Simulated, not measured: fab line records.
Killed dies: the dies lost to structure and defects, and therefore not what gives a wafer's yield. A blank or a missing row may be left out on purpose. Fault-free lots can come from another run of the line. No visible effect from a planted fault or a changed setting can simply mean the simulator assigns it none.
fab line records	flow n5Finfet
record lots=9	wafers=27	lastDay=18
route steps=1938 shown BEOL_M11@1569 BEOL_M12@1602
lots untouched by any fault: they come from a run of this same line in which no faults occurred
startH: the number of hours between the record's first day and the start of the first shown wafer of the lot	waitH: hours since the lot's step before	" same as the row above	L1.1+2: a row that stands for several wafers	- no value, or no start was given	* or withheld: withheld	< > ~ a bound
route shown NAME@n: names a module that has steps shown in the file, with the first one's number in the route	usual: mean/standard deviation taken from wafers without a fault	same: alike in all rows	chamber/n: place in a boat	sites: readings site by site	_std_site: the standard deviation of these	_edge_site: outer sites' mean less inner sites'	radiusMm: how far each site lies from the wafer's centre	mask NAME#n: copy n	behind: the most recent tool/chamber to have shaped the wafer	hold: the reason the lot was held/the length of the hold in hours/how it ended	device: transistor that didn't switch, given as n, p or np	end of line: at the end of the route, the tests of the same wafers	a step without rows: its recipe alone	killed: dies lost to structure and defects at the first sort, not the wafer's yield	map: a wafer's dies, x killed, . not, _ none there
set.NAME: the setting the step ran with; set.NAME@STEP: the setting that earlier step ran with	model.NAME: the simulator's own value behind a step, which no gauge read
one table for each step of the route and one row for each wafer, over a sample of lots
services: when a tool's chamber went out of use (startH, in hours from the record's first day, below 0 if earlier), for how many hours, and the reason
## steps
# step N5_BEOL_M11_OVL_MEAS_29
# recipe pointsPerWafer=44
# usual V10_OVL=-0.3/0.76
# same pointsPerWafer=44
lot.wafer	tool	chamber	startH	waitH	V10_OVL[nm]
L867.1	overlay-02	0	243.49	0.0	1.1
L867.2	"	0	"	"	1.1
L867.5	"	0	"	"	-0.8
L866.2	overlay-02	0	245.64	0.0	0.3
L866.3	"	0	"	"	1.3
L866.5	"	0	"	"	1.3
L872.1	overlay-01	0	280.87	0.0	-0.5
L872.3	"	0	"	"	0.4
L872.5	"	0	"	"	-0.4
L875.1	overlay-01	0	298.60	0.0	-0.3
L875.2	"	0	"	"	-1.7
L875.6	"	0	"	"	-1.1
L874.2	overlay-01	0	312.78	0.0	-0.1
L874.4	"	0	"	"	0.7
L874.6	"	0	"	"	-0.4
L880.3	overlay-02	0	340.81	0.0	0.3
L880.4	"	0	"	"	0.8
L880.5	"	0	"	"	0.5
L882.1	overlay-02	0	349.45	0.0	-1.1
L882.2	"	0	"	"	-0.9
L882.3	"	0	"	"	-1.3
L887.2	overlay-02	0	377.05	0.0	-0.5
L887.4	"	0	"	"	-0.9
L887.5	"	0	"	"	0.5
L886.1	overlay-02	0	380.51	0.0	0.5
L886.2	"	0	"	"	1.3
L886.4	"	0	"	"	-0.2
# step N5_BEOL_M11_ETCH_65
# recipe chemistry=CF4	target=SiARC	targetDepthA=390	maskMaterial=CAR-ArF	timeS=65	ionEnergyEv=80	pressureMtorr=40	sourceW=545	biasW=36	Ar_flow_sccm=100	cf4FlowSccm=100	ends=cleared
# usual cf4FlowSccm=100.0/0.34	drypumpMotorCurrentA=5.7/0.34	etchRfOnTimeS=64.8/1.7	oesProductAu=0.71/0.083	rfVppV=184.1/1.1	showerheadPlenumPTorr=2.15/0.062	throttleValvePct=15.47/0.2
lot.wafer	tool	chamber	startH	waitH	cf4FlowSccm	drypumpMotorCurrentA	etchRfOnTimeS	oesProductAu	rfHoursCounterH	rfVppV	showerheadPlenumPTorr	throttleValvePct
L867.1	rieDiel-05	2	243.58	0.0	99.8	5.8	66.1	0.59	232	183.2	2.11	15.70
L867.2	"	1	"	"	100.6	5.2	64.5	0.63	163	184.6	2.14	15.38
L867.5	"	0	"	"	100.1	5.4	63.9	0.75	-	184.7	2.28	15.54
L866.2	rieDiel-01	3	245.76	0.0	99.2	5.6	66.1	0.62	160	183.8	2.04	15.47
L866.3	"	0	"	"	100.1	5.3	63.2	0.70	81	183.9	2.16	15.57
L866.5	"	3	"	"	100.0	5.7	66.0	0.61	-	183.3	2.04	15.47
L872.1	rieDiel-01	3	281.00	0.0	99.7	5.7	66.4	0.60	173	182.2	2.04	15.50
L872.3	"	0	"	"	100.5	5.3	62.8	0.68	-	184.1	2.16	15.58
L872.5	"	0	"	"	100.2	5.3	62.9	0.69	-	184.8	2.16	15.58
L875.1	rieDiel-04	1	298.69	0.0	99.1	6.3	62.3	0.85	3	185.0	2.19	15.42
L875.2	"	3	"	"	99.8	5.9	66.9	0.74	31	185.5	2.19	15.48
L875.6	"	2	"	"	99.6	6.2	63.2	0.71	-	181.0	2.07	15.08
L874.2	rieDiel-05	0	312.87	0.0	100.2	5.4	64.8	0.73	56	185.2	2.27	15.58
L874.4	"	1	"	"	99.7	5.2	65.5	0.62	181	184.1	2.13	15.43
L874.6	"	0	"	"	100.2	5.4	65.1	0.72	-	184.2	2.27	15.60
L880.3	rieDiel-04	1	340.93	0.0	100.2	6.2	60.3	0.82	18	186.2	2.19	15.44
L880.4	"	2	"	"	99.6	6.2	61.5	0.70	81	183.2	2.07	15.10
L880.5	"	1	"	"	99.9	6.3	60.5	0.82	-	183.9	2.19	15.46
L882.1	rieDiel-05	1	349.54	0.0	99.9	5.2	65.1	0.61	194	184.0	2.12	15.47
L882.2	"	0	"	"	100.3	5.4	63.7	0.72	69	186.5	2.27	15.59
L882.3	"	2	"	"	99.9	5.9	65.8	0.82	0	183.2	2.11	15.28
L887.2	rieDiel-05	0	377.15	0.0	100.1	5.4	64.2	0.71	78	184.5	2.27	15.63
L887.4	"	2	"	"	100.1	5.9	65.5	0.79	9	183.4	2.11	15.29
L887.5	"	1	"	"	99.9	5.2	64.6	0.61	-	182.8	2.12	15.49
L886.1	rieDiel-01	2	380.76	0.0	100.0	5.4	65.3	0.76	30	183.3	2.10	15.64
L886.2	"	3	"	"	100.5	5.6	66.4	0.59	206	183.6	2.03	15.57
L886.4	"	0	"	"	99.6	5.3	64.1	0.65	129	183.3	2.15	15.66
# step N5_BEOL_M11_STRIP_77
# recipe chemistry=N2/H2	timeS=10	powerW=450	tempC=40	pressureMtorr=20	rfFrequencyHz=6e+07	biasPowerW=7	n2FlowSccm=200	h2FlowSccm=200
# usual drypumpMotorCurrentA=5.7/0.34	oesProductAu=0.82/0.099	rfVppV=59.2/0.73	showerheadPlenumPTorr=2.55/0.068	throttleValvePct=23.48/0.14
lot.wafer	tool	chamber	startH	waitH	drypumpMotorCurrentA	oesProductAu	rfHoursCounterH	rfVppV	showerheadPlenumPTorr	throttleValvePct
L867.1	rieDiel-05	2	-	-	5.8	0.70	232	59.3	2.51	23.56
L867.2	"	1	"	"	5.2	0.73	163	59.9	2.54	23.42
L867.5	"	0	"	"	5.4	0.87	-	59.3	2.70	23.51
L866.2	rieDiel-01	3	-	-	5.7	0.72	160	59.9	2.43	23.59
L866.3	"	0	"	"	5.3	0.82	81	60.1	2.55	23.46
L866.5	"	3	"	"	5.7	0.72	-	60.3	2.43	23.59
L872.1	rieDiel-01	3	-	-	5.7	0.70	174	59.2	2.42	23.60
L872.3	"	0	"	"	5.3	0.78	-	58.5	2.54	23.48
L872.5	"	0	"	"	5.3	0.79	-	58.8	2.54	23.48
L875.1	rieDiel-04	1	-	-	6.3	0.98	3	59.2	2.59	23.33
L875.2	"	3	"	"	5.9	0.88	32	59.7	2.59	23.63
L875.6	"	2	"	"	6.2	0.82	-	59.2	2.47	23.17
L874.2	rieDiel-05	0	-	-	5.4	0.86	57	60.4	2.69	23.53
L874.4	"	1	"	"	5.2	0.72	181	58.7	2.53	23.44
L874.6	"	0	"	"	5.4	0.85	-	58.9	2.69	23.51
L880.3	rieDiel-04	1	-	-	6.3	0.94	19	59.4	2.58	23.35
L880.4	"	2	"	"	6.2	0.82	82	59.2	2.47	23.21
L880.5	"	1	"	"	6.3	0.95	-	59.4	2.58	23.36
L882.1	rieDiel-05	1	-	-	5.2	0.71	194	58.8	2.52	23.45
L882.2	"	0	"	"	5.4	0.84	70	60.0	2.68	23.53
L882.3	"	2	"	"	5.8	0.96	0	59.5	2.50	23.35
L887.2	rieDiel-05	0	-	-	5.4	0.82	78	59.2	2.68	23.55
L887.4	"	2	"	"	5.9	0.92	9	60.3	2.49	23.39
L887.5	"	1	"	"	5.2	0.70	-	58.7	2.52	23.46
L886.1	rieDiel-01	2	-	-	5.4	0.89	30	59.0	2.48	23.74
L886.2	"	3	"	"	5.7	0.68	206	59.0	2.41	23.65
L886.4	"	0	"	"	5.3	0.75	129	60.5	2.53	23.53
# step N5_BEOL_M12_ILD_DEP_00
# recipe material=SiOC	targetThkA=6589.2	tempC=350	precursor=DEMS/O2	pressureTorr=5	rfW=500	timeS=130.7
# usual heaterPowerW=497/96	runLengthS=175.7/0.54	showerheadPlenumPTorr=5.699/0.013	throttleValvePct=11.7/0.47
lot.wafer	tool	chamber	startH	waitH	heaterPowerW	runLengthS	showerheadPlenumPTorr	throttleValvePct
L867.1	pecvd-03	0	246.92	0.0	423	175.8	5.722	11.2
L867.2	"	1	"	"	435	176.0	5.702	12.3
L867.5	"	0	"	"	343	176.6	5.702	11.2
L866.2	pecvd-04	1	250.52	0.0	465	175.8	5.698	11.9
L866.3	"	0	"	"	418	175.2	5.678	12.0
L866.5	"	0	"	"	444	175.6	5.675	11.9
L872.1	pecvd-04	0	285.07	0.0	469	175.4	5.688	11.8
L872.3	"	2	"	"	391	174.5	5.681	11.5
L872.5	"	2	"	"	306	174.7	5.684	11.7
L875.1	pecvd-03	0	303.41	0.0	412	175.6	5.718	11.1
L875.2	"	1	"	"	479	175.1	5.700	12.3
L875.6	"	2	"	"	628	175.6	5.711	11.1
L874.2	pecvd-03	2	316.17	0.0	598	175.9	5.709	11.5
L874.4	"	2	"	"	632	176.6	5.712	11.3
L874.6	"	0	"	"	335	175.8	5.721	11.0
L880.3	pecvd-03	1	346.10	0.1	464	244.8	5.703	12.3
L880.4	"	2	"	"	678	175.7	5.726	11.5
L880.5	"	1	"	"	474	175.0	5.709	12.3
L882.1	pecvd-03	2	353.32	0.0	633	175.5	5.716	11.3
L882.2	"	1	"	"	417	244.7	5.704	12.0
L882.3	"	2	"	"	684	245.4	5.737	11.5
L887.2	pecvd-02	2	380.54	0.0	455	176.7	5.699	11.3
L887.4	"	2	"	"	502	176.6	5.696	10.8
L887.5	"	0	"	"	570	175.1	5.709	11.9
L886.1	pecvd-04	2	384.23	0.0	328	174.7	5.690	11.9
L886.2	"	0	"	"	474	175.3	5.698	11.9
L886.4	"	2	"	"	355	175.0	5.682	11.7
# step N5_BEOL_M12_THK_MEAS_01
# recipe reads=SiOC_of_BEOL_M12_ILD_DEP_00
# usual M12_ILD_THK=659/8.3
lot.wafer	tool	chamber	startH	waitH	M12_ILD_THK[nm]
L867.1	filmMetro-02	-	247.05	0.1	658
L867.2	"	-	"	"	642
L867.5	"	-	"	"	664
L866.2	filmMetro-01	-	250.65	0.1	639
L866.3	"	-	"	"	639
L866.5	"	-	"	"	659
L872.1	filmMetro-01	-	285.20	0.1	648
L872.3	"	-	"	"	656
L872.5	"	-	"	"	668
L875.1	filmMetro-02	-	303.54	0.1	653
L875.2	"	-	"	"	645
L875.6	"	-	"	"	678
L874.2	filmMetro-02	-	316.31	0.1	668
L874.4	"	-	"	"	670
L874.6	"	-	"	"	665
L880.3	filmMetro-02	-	346.23	0.1	1015
L880.4	"	-	"	"	669
L880.5	"	-	"	"	653
L882.1	filmMetro-02	-	353.50	0.1	656
L882.2	"	-	"	"	995
L882.3	"	-	"	"	1020
L887.2	filmMetro-01	-	380.68	0.1	646
L887.4	"	-	"	"	657
L887.5	"	-	"	"	655
L886.1	filmMetro-01	-	384.36	0.1	659
L886.2	"	-	"	"	660
L886.4	"	-	"	"	675
# step N5_BEOL_M12_STRIP_63
# recipe chemistry=N2/H2	powerW=1000	tempC=250	h2Frac=0.65	overashFraction=0.3	pressureMtorr=1000	n2FlowSccm=1750	h2FlowSccm=3250
# usual drypumpMotorCurrentA=5.6/0.36	heaterPowerW=313/13	oesProductAu=0.694/0.004	stripTimeToEndpointS=42.9/0.87
lot.wafer	tool	chamber	startH	waitH	drypumpMotorCurrentA	heaterPowerW	oesProductAu	rfHoursCounterH	stripTimeToEndpointS
L867.1	plasmaAsher-02	1	247.85	-	5.1	319	0.686	125	42.5
L867.2	"	0	"	"	5.8	323	0.690	125	43.8
L867.5	"	1	"	"	5.1	321	0.695	-	42.3
L866.2	plasmaAsher-01	0	251.54	-	6.0	313	0.696	69	44.3
L866.3	"	1	"	"	5.4	292	0.695	-	43.9
L866.5	"	1	"	"	5.4	286	0.691	-	42.3
L872.1	plasmaAsher-02	1	285.88	-	5.1	320	0.701	132	43.5
L872.3	"	1	"	"	5.1	316	0.701	-	43.4
L872.5	"	1	"	"	5.1	308	0.704	-	42.4
L875.1	plasmaAsher-02	1	304.34	-	5.1	321	0.689	136	43.1
L875.2	"	0	"	"	5.8	318	0.695	136	43.9
L875.6	"	1	"	"	5.1	320	0.693	-	42.1
L874.2	plasmaAsher-01	0	316.98	-	6.0	328	0.697	82	43.7
L874.4	"	1	"	"	5.4	294	0.697	-	42.4
L874.6	"	1	"	"	5.4	290	0.689	-	43.0
L880.3	plasmaAsher-02	1	346.93	-	5.1	312	0.526	-	10.6
L880.4	"	0	"	"	5.8	327	0.697	-	41.9
L880.5	"	1	"	"	5.1	318	0.691	-	43.7
L882.1	plasmaAsher-01	0	354.23	-	6.1	320	0.698	90	42.7
L882.2	"	1	"	"	5.4	292	0.617	90	13.0
L882.3	"	1	"	"	5.4	290	0.507	-	9.9
L887.2	plasmaAsher-02	1	381.39	-	5.1	313	0.696	151	44.3
L887.4	"	1	"	"	5.1	320	0.687	-	43.0
L887.5	"	0	"	"	5.8	319	0.695	-	43.3
L886.1	plasmaAsher-02	0	385.15	-	5.8	325	0.692	151	43.4
L886.2	"	1	"	"	5.1	312	0.701	151	43.1
L886.4	"	1	"	"	5.1	317	0.701	-	41.9
## services
tool	chamber	startH	hours	kind
rieDiel-01	3	226.04	5.8	repair
rieDiel-01	2	236.17	32.3	repair
rieDiel-01	-	236.82	0.8	repair
plasmaAsher-02	-	253.82	1.1	repair
rieDiel-04	1	253.83	13.9	repair
pecvd-03	0	272.97	3.5	repair
rieDiel-01	1	279.30	8.4	repair
rieDiel-01	3	286.15	4.1	repair
rieDiel-04	3	287.19	4.6	repair
rieDiel-05	-	295.90	14.6	pm
pecvd-04	-	307.35	2.8	pm
rieDiel-05	2	318.19	-	clean
rieDiel-05	2	318.19	-	consumableReplace:focusRing
rieDiel-05	2	318.19	28.1	scheduledDown
rieDiel-05	2	318.19	28.1	ventCycle
pecvd-03	1	319.66	12.4	repair
plasmaAsher-02	-	332.03	3.5	repair
pecvd-03	0	339.32	30.1	repair
rieDiel-05	3	346.31	-	clean
rieDiel-05	3	346.31	-	consumableReplace:focusRing
rieDiel-05	3	346.31	18.5	scheduledDown
rieDiel-05	3	346.31	18.5	ventCycle
plasmaAsher-02	-	370.87	2.1	repair
rieDiel-04	-	382.56	2.8	pm
## key
firstSign step=N5_BEOL_M12_ILD_DEP_00	reading=runLengthS	direction=up	sigmas=99+	usual=*	struck=*
effect step=N5_BEOL_M12_THK_MEAS_01	reading=M12_ILD_THK	direction=up	sigmas=42	usual=659	struck=1010
effect step=N5_BEOL_M12_STRIP_63	reading=stripTimeToEndpointS	direction=down	sigmas=37	usual=*	struck=*
metAt N5_BEOL_M12_ILD_DEP_00
struckLots L880,L882
struckWafers L880.3,L882.2,L882.3
notActingAt N5_BEOL_M11_OVL_MEAS_29,N5_BEOL_M11_ETCH_65,N5_BEOL_M11_STRIP_77
onsetBetween 316.17 346.10
fault kind=processParameterDrift	tool=pecvd-03	chamber=-	onsetH=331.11	steps=N5_BEOL_M12_ILD_DEP_00	channel=timeS	offset=*	shape=step	endH=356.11	scope=struckWafersOnly	actsIn=*	stated=*
